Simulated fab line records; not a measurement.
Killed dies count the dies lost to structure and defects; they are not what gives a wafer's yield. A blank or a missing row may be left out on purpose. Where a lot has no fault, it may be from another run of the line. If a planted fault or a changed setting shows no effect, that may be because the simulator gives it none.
Matching of chambers    flow n5_finfet    N5_BEOL_M4_ILD_DEP_00 on pecvd-01 has 3 sister chambers
The step deposits SiOC from DEMS/O2, target thk 79 nm, time 15.3 s. 6 wafers are shown with their chamber, then 10 later ones without.

== WAFERS PAIRED WITH THEIR CHAMBERS ==
wafer   chamber  heater_power_w (W)  showerhead_plenum_p_Torr (Torr)
L079.4  2        547                 5.713
L087.3  0        478                 5.707
L087.4  1        422                 5.664
L087.6  2        491                 5.701
L090.1  0        549                 5.712
L090.2  1        372                 5.679

== WAFERS WHOSE CHAMBER IS MISSING ==
wafer   heater_power_w (W)  showerhead_plenum_p_Torr (Torr)
L090.3  497                 5.696
L090.4  549                 5.704
L090.5  487                 5.714
L090.6  384                 5.689
L088.2  500                 5.706
L088.5  515                 5.701
L088.6  548                 5.707
L096.2  450                 5.714
L096.4  442                 5.672
L096.6  457                 5.706

== THE CHAMBER EACH PASSED THROUGH ==
wafer   from the rows above           in truth
L090.3  can't be placed: 2 or 0       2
L090.4  can't be placed: 2 or 0       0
L090.5  can't be placed: 0 or 2       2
L090.6  can't be placed: 1 or 2 or 0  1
L088.2  can't be placed: 2 or 0       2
L088.5  can't be placed: 2 or 0       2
L088.6  can't be placed: 2 or 0       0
L096.2  can't be placed: 0 or 2       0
L096.4  1                             1
L096.6  can't be placed: 0 or 2       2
Correctly placed: 1 of 10. From these rows, 9 cannot be placed; in 9 the true chamber is one of the candidates. 0 placed wrongly.
How it was worked out, from the rows above alone: a wafer's distance from a chamber is the root of the sum, over the readings, of the square of ((its reading less the chamber's mean) divided by the reading's scatter). If the next closest chamber is less than 2 further off than the closest, the wafer can't be placed; otherwise it belongs to the closest. Each chamber's mean is taken over the wafers shown for it. How the scatter is found: for the shown wafers, subtract from each reading the mean of its chamber, square and add these, divide the total by (wafers less chambers), then take the root.
